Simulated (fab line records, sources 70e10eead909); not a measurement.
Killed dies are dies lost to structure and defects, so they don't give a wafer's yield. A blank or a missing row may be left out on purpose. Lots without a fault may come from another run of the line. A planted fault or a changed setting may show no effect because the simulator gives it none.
Which tool did it? | flow nand_harc | 12 lots, 36 wafers sampled, at 4 steps of a route of 1159

WHAT THE GAUGES READ, wafer by wafer
NHARC_A_SLIT_CD_MEAS_21.
lot  | measured     | on        | cd_nm (nm)
L075 | day 14 15:53 | cd_sem-02 | 288.5 287.4 288.6
L077 | day 15 04:25 | cd_sem-03 | 289.5 290.5 289.2
L078 | day 15 23:08 | cd_sem-02 | 291.2 290.7 290.8
L081 | day 16 05:30 | cd_sem-03 | 290.3 291.2 291.1
L083 | day 16 22:21 | cd_sem-03 | 288.7 289.3 289.6
L084 | day 17 22:25 | cd_sem-03 | 291.3 289.9 290.9
L085 | day 17 23:05 | cd_sem-02 | 289.9 291.5 290.3
L088 | day 18 14:22 | cd_sem-01 | 290.6 289.2 289.7
L089 | day 18 16:05 | cd_sem-01 | 290.3 289.9 290.1
L093 | day 18 22:31 | cd_sem-02 | 289.4 290.1 290.0
L095 | day 19 18:22 | cd_sem-01 | 289.7 289.5 288.8
L097 | day 20 03:40 | cd_sem-01 | 289.6 289.2 289.4

WHICH TOOL RAN EACH LOT (tool, then ch and the chambers of the sampled wafers, then the start)
lot  | NHARC_A_STAIRCASE_ETCHBACK_422     | NHARC_A_SGD_CUT_ETCH_15                       | NHARC_A_SGD_CUT_CMP_21
L075 | rie_diel-02 ch 0,2,3, day 13 14:05 | rie_diel-06 ch 0,1,2, day 13 21:41 or earlier | cmp-03 ch 0,2,3, day 13 21:41
L077 | rie_diel-02 ch 1,2,3, day 14 11:44 | rie_diel-09 ch 0,1,2, day 14 19:08 or earlier | cmp-03 ch 0,1,3, day 14 19:08
L078 | rie_diel-01 ch 1,3, day 14 22:28   | rie_diel-09 ch 1,2, day 15 08:55 or earlier   | cmp-02 ch 1,3, day 15 08:55
L081 | rie_diel-08 ch 0,1,2, day 15 13:57 | rie_diel-09 ch 0,1,2, day 15 21:57 or earlier | cmp-03 ch 1,2, day 15 21:57
L083 | rie_diel-01 ch 0,3, day 16 06:34   | rie_diel-06 ch 0,1,2, day 16 14:33 or earlier | cmp-03 ch 0,1,3, day 16 14:33
L084 | rie_diel-01 ch 2,3, day 17 04:38   | rie_diel-09 ch 1,2, day 17 14:00 or earlier   | cmp-02 ch 2,3, day 17 14:00
L085 | rie_diel-01 ch 0,1,2, day 17 06:31 | rie_diel-06 ch 0,1,2, day 17 14:07 or earlier | cmp-02 ch 0,2,3, day 17 14:07
L088 | rie_diel-01 ch 0,2, day 17 21:34   | rie_diel-11 ch 1,2, day 18 06:34 or earlier   | cmp-02 ch 0,2,3, day 18 06:34
L089 | rie_diel-02 ch 0,2,3, day 17 22:52 | rie_diel-06 ch 2,3, day 18 06:40 or earlier   | cmp-03 ch 0,2,3, day 18 06:40
L093 | rie_diel-08 ch 0,1, day 18 02:34   | rie_diel-11 ch 0,2, day 18 15:17 or earlier   | cmp-02 ch 0,1,3, day 18 15:17
L095 | rie_diel-02 ch 0,1,3, day 18 23:06 | rie_diel-06 ch 0,1,3, day 19 07:41 or earlier | cmp-03 ch 0,1,2, day 19 07:41
L097 | rie_diel-08 ch 1,3, day 19 10:55   | rie_diel-11 ch 1,2,3, day 19 18:33 or earlier | cmp-02 ch 0,2, day 19 18:33
- NHARC_A_STAIRCASE_ETCHBACK_422: etches the open film in CH3F/O2, target depth 40 nm, time 74.286 s.
- NHARC_A_SGD_CUT_ETCH_15: etches the open film in CH3F/O2, target depth 75 nm, time 64.3 s.
- NHARC_A_SGD_CUT_CMP_21: polishes, target thk 148.19 nm.

THE ANSWER, worked out from the rows above alone
Rule: what is usual is taken from the lots themselves. Put in order of their means at a reading, lots are off if they are a third of the lots or fewer, leave a main group of 4 or more, and stand apart from it by a gap of 3 or more times the standard deviation of the main group's means; of several such gaps the widest counts. A main group whose means are all the same, to the digits that the tables above print for the reading, isn't used. A lot without any number at a reading at which 4 lots or more have one is off too. The other lots that the step has rows for count as sound.
No lot is off at any reading shown: from this, nothing can be told.

WHAT THE SIMULATOR HAD PUT IN
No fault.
